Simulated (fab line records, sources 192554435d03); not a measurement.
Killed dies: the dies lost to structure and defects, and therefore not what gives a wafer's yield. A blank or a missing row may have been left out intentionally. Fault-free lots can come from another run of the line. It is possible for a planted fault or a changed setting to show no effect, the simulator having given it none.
The tool behind it: which one? | flow n5-finfet | 22 lots, 66 wafers sampled, at 6 steps of a route of 1938

WHAT THE GAUGES READ, wafer by wafer
The record lacks any reading of a measuring or inspecting step that a usual standard deviation could be used to judge.

WHICH TOOL RAN EACH LOT (tool, then ch and the chambers of the sampled wafers, then the start)
lot  | N5_MOL_CONTACT_COAG_ETCHBACK_136   | N5_MOL_CONTACT_COAG_STRIP_72       | N5_BEOL_M0_SAQP_PECVD_96        | N5_BEOL_M0_SAQP_MANDREL_ETCH_103 | N5_BEOL_M0_SAQP_RECESS_109         | N5_BEOL_M0_SAQP_SPACER2_ALD_26
L074 | rie-diel-03 ch 0,1, day 5 13:31    | rie-diel-03 ch 0,1, day 5 13:40    | pecvd-04 ch 0,1,2, day 5 18:54  | rie-si-01 ch 1,3, day 5 22:08    | vapor-etch-02 ch 0,1, day 5 22:57  | ald-sin-03 ch 1,2,3, day 5 23:06
L075 | rie-diel-05 ch 0,1,3, day 5 14:13  | rie-diel-05 ch 0,1,3, day 5 14:22  | pecvd-03 ch 0,1, day 5 22:23    | rie-si-02 ch 0,1,3, day 6 01:44  | vapor-etch-02 ch 0,1, day 6 02:34  | ald-sin-03 ch 0,1,2, day 6 02:42
L078 | rie-diel-03 ch 0,1,3, day 6 04:19  | rie-diel-03 ch 0,1,3, day 6 04:28  | pecvd-01 ch 1,2, day 6 09:18    | rie-si-03 ch 1,3, day 6 11:43    | vapor-etch-02 ch 1, day 6 12:35    | ald-sin-04 ch 0,2, day 6 12:43
L077 | rie-diel-05 ch 0,3, day 6 08:28    | rie-diel-05 ch 0,3, day 6 08:38    | pecvd-03 ch 0,1,2, day 6 13:55  | rie-si-01 ch 1,2,3, day 6 16:28  | vapor-etch-01 ch 0,1, day 6 17:10  | ald-sin-03 ch 1,2,3, day 6 17:19
L079 | rie-diel-03 ch 0,3, day 6 15:12    | rie-diel-03 ch 0,3, day 6 15:22    | pecvd-03 ch 0,1,2, day 6 20:17  | rie-si-01 ch 2,3, day 6 23:12    | vapor-etch-01 ch 0,1, day 6 23:59  | ald-sin-03 ch 1,2,3, day 7 00:28
L080 | rie-diel-04 ch 1,2,3, day 6 18:26  | rie-diel-04 ch 1,2,3, day 6 18:35  | pecvd-04 ch 0,1, day 6 23:26    | rie-si-02 ch 0,2,3, day 7 02:04  | vapor-etch-01 ch 0,1, day 7 02:46  | ald-sin-01 ch 0,2,3, day 7 02:55
L081 | rie-diel-04 ch 1,2, day 7 01:40    | rie-diel-04 ch 1,2, day 7 01:50    | pecvd-04 ch 0,1, day 7 06:46    | rie-si-03 ch 0,3, day 7 09:15    | vapor-etch-01 ch 0,1, day 7 10:04  | ald-sin-04 ch 0,3, day 7 10:10
L082 | rie-diel-05 ch 0,3, day 7 05:34    | rie-diel-05 ch 0,3, day 7 05:43    | pecvd-04 ch 0,1,2, day 7 11:26  | rie-si-01 ch 1,3, day 7 14:10    | vapor-etch-02 ch 0,1, day 7 14:52  | ald-sin-01 ch 0,1,3, day 7 15:00
L083 | rie-diel-04 ch 0,2, day 7 07:47    | rie-diel-04 ch 0,2, day 7 07:56    | pecvd-04 ch 0,1,2, day 7 13:37  | rie-si-02 ch 0,2,3, day 7 16:22  | vapor-etch-02 ch 0,1, day 7 17:11  | ald-sin-04 ch 0,2,3, day 7 17:20
L084 | rie-diel-04 ch 0,1,2, day 7 19:14  | rie-diel-04 ch 0,1,2, day 7 19:24  | pecvd-03 ch 0,1,2, day 8 00:56  | rie-si-03 ch 0,1,3, day 8 03:27  | vapor-etch-02 ch 0,1, day 8 04:08  | ald-sin-03 ch 0,1,2, day 8 04:17
L085 | rie-diel-03 ch 0,1,2, day 8 01:13  | rie-diel-03 ch 0,1,2, day 8 01:23  | pecvd-03 ch 0,1, day 8 06:00    | rie-si-01 ch 1,2,3, day 8 08:39  | vapor-etch-01 ch 0,1, day 8 09:22  | ald-sin-03 ch 1,2,3, day 8 09:31
L086 | rie-diel-03 ch 0,2,3, day 8 06:58  | rie-diel-03 ch 0,2,3, day 8 07:08  | pecvd-04 ch 0,1,2, day 8 13:22  | rie-si-01 ch 0,1,2, day 8 17:46  | vapor-etch-01 ch 0,1, day 8 18:43  | ald-sin-03 ch 0,1,3, day 8 20:27
L087 | rie-diel-05 ch 1,2, day 8 10:35    | rie-diel-05 ch 1,2, day 8 10:45    | pecvd-03 ch 0,1,2, day 8 16:11  | rie-si-03 ch 0,2, day 8 20:55    | vapor-etch-02 ch 1, day 8 21:36    | ald-sin-04 ch 0,1,2, day 8 23:15
L089 | rie-diel-05 ch 0,1,2, day 8 23:25  | rie-diel-05 ch 0,1,2, day 8 23:34  | pecvd-03 ch 1,2, day 9 05:33    | rie-si-01 ch 0,1, day 9 09:00    | vapor-etch-02 ch 0,1, day 9 09:41  | ald-sin-04 ch 0,1,2, day 9 09:50
L090 | rie-diel-05 ch 1,3, day 9 09:05    | rie-diel-05 ch 1,3, day 9 09:15    | pecvd-03 ch 0,2, day 9 14:22    | rie-si-03 ch 1,3, day 9 16:52    | vapor-etch-02 ch 1, day 9 17:34    | ald-sin-03 ch 0,1,3, day 9 18:01
L091 | rie-diel-05 ch 0,1,2, day 9 12:27  | rie-diel-05 ch 0,1,2, day 9 12:37  | pecvd-01 ch 0,1, day 9 17:30    | rie-si-02 ch 1,2, day 9 20:04    | vapor-etch-02 ch 0,1, day 9 20:46  | ald-sin-03 ch 0,3, day 9 20:55
L092 | rie-diel-04 ch 0,1,3, day 9 23:46  | rie-diel-04 ch 0,1,3, day 9 23:55  | pecvd-04 ch 0,1, day 10 04:56   | rie-si-02 ch 2,3, day 10 07:59   | vapor-etch-02 ch 0,1, day 10 08:41 | ald-sin-04 ch 0,1, day 10 08:49
L093 | rie-diel-04 ch 0,3, day 10 06:22   | rie-diel-04 ch 0,3, day 10 06:32   | pecvd-04 ch 0,1, day 10 11:48   | rie-si-01 ch 0,1,3, day 10 14:28 | vapor-etch-01 ch 0,1, day 10 15:11 | ald-sin-04 ch 0,2, day 10 15:43
L094 | rie-diel-03 ch 0,2, day 10 06:33   | rie-diel-03 ch 0,2, day 10 06:43   | pecvd-03 ch 0,1, day 10 16:08   | rie-si-03 ch 0,2,3, day 10 19:35 | vapor-etch-02 ch 0,1, day 10 20:24 | ald-sin-03 ch 0,1,2, day 10 21:26
L095 | rie-diel-04 ch 0,2,3, day 10 19:25 | rie-diel-04 ch 0,2,3, day 10 19:35 | pecvd-01 ch 0,2, day 11 00:48   | rie-si-02 ch 0,1,3, day 11 03:23 | vapor-etch-01 ch 0,1, day 11 04:04 | ald-sin-04 ch 0,1,2, day 11 04:35
L096 | rie-diel-05 ch 0,1,3, day 10 20:23 | rie-diel-05 ch 0,1,3, day 10 20:32 | pecvd-03 ch 0,1,2, day 11 04:19 | rie-si-01 ch 0,1,2, day 11 06:51 | vapor-etch-02 ch 0,1, day 11 07:32 | ald-sin-01 ch 0,2, day 11 07:41
L097 | rie-diel-04 ch 1,2,3, day 11 01:22 | rie-diel-04 ch 1,2,3, day 11 01:31 | pecvd-01 ch 0,2, day 11 08:07   | rie-si-03 ch 0,1,2, day 11 11:52 | vapor-etch-01 ch 0,1, day 11 12:34 | ald-sin-04 ch 1,2,3, day 11 12:43
- N5_MOL_CONTACT_COAG_ETCHBACK_136: etches SiO2 in CHF3, target depth 25 nm, time 16.7 s.
- N5_MOL_CONTACT_COAG_STRIP_72: strips in N2/H2.
- N5_BEOL_M0_SAQP_PECVD_96: deposits a-Si from SiH4/He, target thk 45 nm, time 45.2 s.
- N5_BEOL_M0_SAQP_MANDREL_ETCH_103: etches a-Si in HBr/Cl2, stops on SiCN, target depth 45 nm, bt time 10 s, time 27 s.
- N5_BEOL_M0_SAQP_RECESS_109: chemistry HF/NH3, target SiO2, target depth 3 nm, afs cycles 1, sublimation time 60 s.
- N5_BEOL_M0_SAQP_SPACER2_ALD_26: deposits SiO2, target thk 15 nm, pulse time 1 s, purge time 2 s.

WHAT THE TOOLS THEMSELVES READ (means of the sampled wafers that have a number; where no wafer has one, the mark that the record gives instead)
N5_MOL_CONTACT_COAG_ETCHBACK_136. Usual: bias-w 170.1 W, standard deviation 0.54; drypump-motor-current-A 5.7 A, standard deviation 0.55; oes-product-au 0.80 a.u., standard deviation 0.075; rf-vpp-V 522 V, standard deviation 10; showerhead-plenum-p-Torr 2.37 Torr, standard deviation 0.1; throttle-valve-pct 18.70 %, standard deviation 0.2.
lot  | tool        | bias-w (W) | drypump-motor-current-A (A) | oes-product-au (a.u.) | rf-vpp-V (V) | showerhead-plenum-p-Torr (Torr) | throttle-valve-pct (%) | flag
L074 | rie-diel-03 | 169.9      | 6.0                         | 0.76                  | 514          | 2.40                            | 18.92                  |
L075 | rie-diel-05 | 170.2      | 5.2                         | 0.84                  | 513          | 2.31                            | 18.66                  |
L078 | rie-diel-03 | 170.1      | 5.7                         | 0.75                  | 520          | 2.32                            | 18.83                  |
L077 | rie-diel-05 | 170.1      | 5.0                         | 0.81                  | 514          | 2.31                            | 18.58                  |
L079 | rie-diel-03 | 169.9      | 5.4                         | 0.81                  | 523          | 2.27                            | 18.71                  |
L080 | rie-diel-04 | 170.0      | 5.9                         | 0.76                  | 523          | 2.37                            | 18.71                  |
L081 | rie-diel-04 | 170.3      | 6.0                         | 0.82                  | 533          | 2.46                            | 18.45                  |
L082 | rie-diel-05 | 169.8      | 4.9                         | 0.81                  | 513          | 2.31                            | 18.64                  |
L083 | rie-diel-04 | 169.9      | 6.0                         | 0.73                  | 534          | 2.41                            | 18.63                  |
L084 | rie-diel-04 | 170.2      | 6.1                         | 0.79                  | 531          | 2.46                            | 18.54                  |
L085 | rie-diel-03 | 170.0      | 5.5                         | 0.82                  | 522          | 2.36                            | 18.75                  |
L086 | rie-diel-03 | 168.9      | 5.2                         | 0.84                  | 527          | 2.28                            | 18.66                  |
L087 | rie-diel-05 | 169.7      | 5.9                         | 0.82                  | 519          | 2.34                            | 18.88                  |
L089 | rie-diel-05 | 170.1      | 5.7                         | 0.79                  | 522          | 2.33                            | 18.78                  |
L090 | rie-diel-05 | 170.6      | 5.1                         | 0.81                  | 511          | 2.31                            | 18.79                  |
L091 | rie-diel-05 | 170.4      | 5.7                         | 0.78                  | 522          | 2.33                            | 18.79                  |
L092 | rie-diel-04 | 169.8      | 6.2                         | 0.86                  | 521          | 2.51                            | 18.59                  |
L093 | rie-diel-04 | 170.8      | 6.3                         | 0.84                  | 520          | 2.51                            | 18.66                  |
L094 | rie-diel-03 | 170.4      | 5.1                         | 0.84                  | 525          | 2.31                            | 18.65                  |
L095 | rie-diel-04 | 169.7      | 6.0                         | 0.90                  | 524          | 2.45                            | 18.55                  |
L096 | rie-diel-05 | 170.3      | 5.3                         | 0.78                  | 513          | 2.30                            | 18.74                  |
L097 | rie-diel-04 | 170.4      | 5.9                         | 0.91                  | 526          | 2.45                            | 18.48                  |

N5_MOL_CONTACT_COAG_STRIP_72. Usual: drypump-motor-current-A 5.7 A, standard deviation 0.55; oes-product-au 0.80 a.u., standard deviation 0.075; rf-vpp-V 59.1 V, standard deviation 2; showerhead-plenum-p-Torr 2.52 Torr, standard deviation 0.11; throttle-valve-pct 23.6 %, standard deviation 0.3.
lot  | tool        | drypump-motor-current-A (A) | oes-product-au (a.u.) | rf-vpp-V (V) | showerhead-plenum-p-Torr (Torr) | throttle-valve-pct (%) | flag
L074 | rie-diel-03 | 6.0                         | 0.76                  | 59.3         | 2.57                            | 24.1                   |
L075 | rie-diel-05 | 5.2                         | 0.83                  | 58.9         | 2.47                            | 23.6                   |
L078 | rie-diel-03 | 5.7                         | 0.76                  | 56.5         | 2.47                            | 24.0                   |
L077 | rie-diel-05 | 5.0                         | 0.80                  | 59.2         | 2.47                            | 23.6                   |
L079 | rie-diel-03 | 5.4                         | 0.81                  | 59.2         | 2.43                            | 23.9                   |
L080 | rie-diel-04 | 5.9                         | 0.75                  | 61.8         | 2.53                            | 23.5                   |
L081 | rie-diel-04 | 6.0                         | 0.82                  | 59.9         | 2.63                            | 23.2                   |
L082 | rie-diel-05 | 4.9                         | 0.81                  | 58.7         | 2.46                            | 23.7                   |
L083 | rie-diel-04 | 6.0                         | 0.73                  | 58.2         | 2.55                            | 23.2                   |
L084 | rie-diel-04 | 6.1                         | 0.79                  | 58.7         | 2.62                            | 23.3                   |
L085 | rie-diel-03 | 5.5                         | 0.81                  | 58.1         | 2.53                            | 23.8                   |
L086 | rie-diel-03 | 5.2                         | 0.83                  | 59.2         | 2.43                            | 23.7                   |
L087 | rie-diel-05 | 5.9                         | 0.81                  | 58.5         | 2.49                            | 23.7                   |
L089 | rie-diel-05 | 5.7                         | 0.80                  | 59.0         | 2.49                            | 23.7                   |
L090 | rie-diel-05 | 5.1                         | 0.80                  | 57.9         | 2.45                            | 23.7                   |
L091 | rie-diel-05 | 5.7                         | 0.78                  | 60.6         | 2.49                            | 23.7                   |
L092 | rie-diel-04 | 6.2                         | 0.86                  | 60.7         | 2.68                            | 23.4                   |
L093 | rie-diel-04 | 6.3                         | 0.83                  | 59.4         | 2.67                            | 23.5                   |
L094 | rie-diel-03 | 5.2                         | 0.85                  | 59.2         | 2.47                            | 23.8                   |
L095 | rie-diel-04 | 6.0                         | 0.91                  | 60.1         | 2.61                            | 23.3                   |
L096 | rie-diel-05 | 5.2                         | 0.79                  | 58.2         | 2.45                            | 23.7                   |
L097 | rie-diel-04 | 5.9                         | 0.91                  | 58.5         | 2.61                            | 23.2                   |

N5_BEOL_M0_SAQP_PECVD_96. Usual: chamber-pressure-Torr 3.000 Torr, standard deviation 0.0058; heater-power-w 610 W, standard deviation 51; showerhead-plenum-p-Torr 5.66 Torr, standard deviation 0.037; throttle-valve-pct 19.0 %, standard deviation 1.6.
lot  | tool     | chamber-pressure-Torr (Torr) | heater-power-w (W) | showerhead-plenum-p-Torr (Torr) | throttle-valve-pct (%) | flag
L074 | pecvd-04 | 3.000                        | 602                | 5.67                            | 19.8                   |
L075 | pecvd-03 | 3.001                        | 610                | 5.65                            | 19.3                   |
L078 | pecvd-01 | 2.997                        | 542                | 5.62                            | 18.0                   |
L077 | pecvd-03 | 2.997                        | 626                | 5.67                            | 18.2                   |
L079 | pecvd-03 | 3.003                        | 601                | 5.67                            | 18.2                   |
L080 | pecvd-04 | 2.998                        | 619                | 5.63                            | 18.6                   |
L081 | pecvd-04 | 2.999                        | 598                | 5.65                            | 19.0                   |
L082 | pecvd-04 | 3.003                        | 592                | 5.67                            | 19.7                   |
L083 | pecvd-04 | 3.000                        | 632                | 5.67                            | 19.5                   |
L084 | pecvd-03 | 3.003                        | 611                | 5.67                            | 18.1                   |
L085 | pecvd-03 | 2.995                        | 589                | 5.67                            | 19.4                   |
L086 | pecvd-04 | 3.003                        | 609                | 5.68                            | 19.7                   |
L087 | pecvd-03 | 3.003                        | 639                | 5.67                            | 18.3                   |
L089 | pecvd-03 | 3.000                        | 587                | 5.68                            | 18.5                   |
L090 | pecvd-03 | 3.001                        | 654                | 5.67                            | 18.3                   |
L091 | pecvd-01 | 2.999                        | 691                | 5.68                            | 19.5                   |
L092 | pecvd-04 | 3.002                        | 616                | 5.65                            | 19.1                   |
L093 | pecvd-04 | 2.996                        | 640                | 5.65                            | 19.2                   |
L094 | pecvd-03 | 3.004                        | 587                | 5.66                            | 19.4                   |
L095 | pecvd-01 | 2.998                        | 617                | 5.66                            | 20.5                   |
L096 | pecvd-03 | 3.003                        | 593                | 5.67                            | 18.3                   |
L097 | pecvd-01 | 3.003                        | 596                | 5.62                            | 19.4                   |

N5_BEOL_M0_SAQP_MANDREL_ETCH_103. Usual: HBr_flow_sccm 150.0 sccm, standard deviation 0.47; bias-w 75.04 W, standard deviation 0.21; drypump-motor-current-A 5.8 A, standard deviation 0.47; oes-product-au 0.682 a.u., standard deviation 0.011; throttle-valve-pct 35.5 %, standard deviation 0.33.
lot  | tool      | HBr_flow_sccm (sccm) | bias-w (W) | drypump-motor-current-A (A) | oes-product-au (a.u.) | throttle-valve-pct (%) | flag
L074 | rie-si-01 | 150.5                | 75.08      | 6.2                         | 0.694                 | 35.7                   |
L075 | rie-si-02 | 150.0                | 75.25      | 5.9                         | 0.675                 | 35.6                   |
L078 | rie-si-03 | 149.8                | 75.04      | 5.8                         | 0.683                 | 35.5                   |
L077 | rie-si-01 | 150.4                | 74.99      | 6.1                         | 0.689                 | 35.6                   |
L079 | rie-si-01 | 149.3                | 75.23      | 6.0                         | 0.697                 | 35.6                   |
L080 | rie-si-02 | 149.8                | 74.95      | 6.1                         | 0.679                 | 35.6                   |
L081 | rie-si-03 | 150.1                | 75.14      | 5.4                         | 0.690                 | 35.5                   |
L082 | rie-si-01 | 149.8                | 74.81      | 6.0                         | 0.692                 | 35.7                   |
L083 | rie-si-02 | 149.9                | 75.08      | 6.1                         | 0.675                 | 35.6                   |
L084 | rie-si-03 | 149.8                | 74.92      | 5.6                         | 0.679                 | 35.5                   |
L085 | rie-si-01 | 149.8                | 74.93      | 6.1                         | 0.685                 | 35.6                   |
L086 | rie-si-01 | 149.9                | 74.99      | 6.0                         | 0.679                 | 35.5                   |
L087 | rie-si-03 | 149.7                | 74.88      | 6.0                         | 0.690                 | 35.3                   |
L089 | rie-si-01 | 149.4                | 74.97      | 6.0                         | 0.693                 | 35.6                   |
L090 | rie-si-03 | 150.0                | 75.11      | 5.8                         | 0.683                 | 35.5                   |
L091 | rie-si-02 | 150.0                | 75.05      | 5.7                         | 0.673                 | 35.5                   |
L092 | rie-si-02 | 150.0                | 75.09      | 6.1                         | 0.673                 | 35.5                   |
L093 | rie-si-01 | 149.8                | 75.01      | 5.8                         | 0.688                 | 35.6                   |
L094 | rie-si-03 | 150.5                | 74.94      | 5.6                         | 0.677                 | 35.2                   |
L095 | rie-si-02 | 149.6                | 75.18      | 5.9                         | 0.678                 | 35.6                   |
L096 | rie-si-01 | 149.9                | 75.14      | 6.0                         | 0.685                 | 35.5                   |
L097 | rie-si-03 | 150.1                | 74.99      | 6.0                         | 0.688                 | 35.5                   |

N5_BEOL_M0_SAQP_RECESS_109. Usual: drypump-motor-current-A 5.7 A, standard deviation 0.47; sublimation-temp-c 179.97 C, standard deviation 0.16.
lot  | tool          | drypump-motor-current-A (A) | sublimation-temp-c (C) | flag
L074 | vapor-etch-02 | 6.1                         | 179.92                 |
L075 | vapor-etch-02 | 5.8                         | 179.77                 |
L078 | vapor-etch-02 | 5.6                         | 180.27                 |
L077 | vapor-etch-01 | 5.2                         | 180.08                 |
L079 | vapor-etch-01 | 5.2                         | 179.91                 |
L080 | vapor-etch-01 | 5.3                         | 179.95                 |
L081 | vapor-etch-01 | 5.2                         | 179.86                 |
L082 | vapor-etch-02 | 5.9                         | 180.06                 |
L083 | vapor-etch-02 | 5.8                         | 179.99                 |
L084 | vapor-etch-02 | 6.1                         | 179.84                 |
L085 | vapor-etch-01 | 5.2                         | 180.09                 |
L086 | vapor-etch-01 | 5.2                         | 180.05                 |
L087 | vapor-etch-02 | 5.6                         | 179.94                 |
L089 | vapor-etch-02 | 6.1                         | 179.96                 |
L090 | vapor-etch-02 | 5.6                         | 179.95                 |
L091 | vapor-etch-02 | 6.1                         | 179.87                 |
L092 | vapor-etch-02 | 6.1                         | 180.02                 |
L093 | vapor-etch-01 | 5.2                         | 179.91                 |
L094 | vapor-etch-02 | 5.9                         | 180.07                 |
L095 | vapor-etch-01 | 5.2                         | 180.00                 |
L096 | vapor-etch-02 | 5.9                         | 180.05                 |
L097 | vapor-etch-01 | 5.2                         | 180.10                 |

N5_BEOL_M0_SAQP_SPACER2_ALD_26. Usual: chamber-pressure-Torr 2.000 Torr, standard deviation 0.0045; heater-power-w 472 W, standard deviation 38; precursor-pulse-height-rel 1.000, standard deviation 0.019.
lot  | tool       | chamber-pressure-Torr (Torr) | heater-power-w (W) | precursor-pulse-height-rel | flag
L074 | ald-sin-03 | 2.000                        | 474                | 1.015                      |
L075 | ald-sin-03 | 1.995                        | 429                | 0.985                      |
L078 | ald-sin-04 | 1.997                        | 473                | 1.002                      |
L077 | ald-sin-03 | 2.001                        | 477                | 1.006                      |
L079 | ald-sin-03 | 2.001                        | 478                | 0.981                      |
L080 | ald-sin-01 | 2.004                        | 480                | 1.003                      |
L081 | ald-sin-04 | 2.000                        | 469                | 0.991                      |
L082 | ald-sin-01 | 2.002                        | 512                | 1.010                      |
L083 | ald-sin-04 | 2.002                        | 470                | 0.997                      |
L084 | ald-sin-03 | 2.005                        | 436                | 0.994                      |
L085 | ald-sin-03 | 2.002                        | 468                | 1.012                      |
L086 | ald-sin-03 | 1.999                        | 447                | 0.998                      |
L087 | ald-sin-04 | 2.003                        | 485                | 0.996                      |
L089 | ald-sin-04 | 2.004                        | 485                | 0.989                      |
L090 | ald-sin-03 | 1.998                        | 437                | 1.005                      |
L091 | ald-sin-03 | 1.998                        | 422                | 0.993                      |
L092 | ald-sin-04 | 2.001                        | 497                | 0.997                      |
L093 | ald-sin-04 | 2.001                        | 472                | 0.980                      |
L094 | ald-sin-03 | 2.000                        | 431                | 0.983                      |
L095 | ald-sin-04 | 2.001                        | 487                | 1.004                      |
L096 | ald-sin-01 | 1.998                        | 485                | 1.009                      |
L097 | ald-sin-04 | 1.997                        | 472                | 1.004                      |

THE ANSWER, worked out from the rows above alone
Rule: a lot is off if the mean of its wafers that have a number lies more than 3 standard deviations from the usual mean. Also off: a lot with no number at a reading for which 4 or more lots have one. All remaining lots with rows at the step are treated as sound. The gauges are gone through in route order, then the tools' own readings, and for those a lot's mean is taken as printed above. The first step at which some lot is off is used, and at that step the reading that is off furthest; a lot without a number counts as furthest.
No lot is off on any of the readings shown, so nothing can be concluded from this.

WHAT THE SIMULATOR PUT IN
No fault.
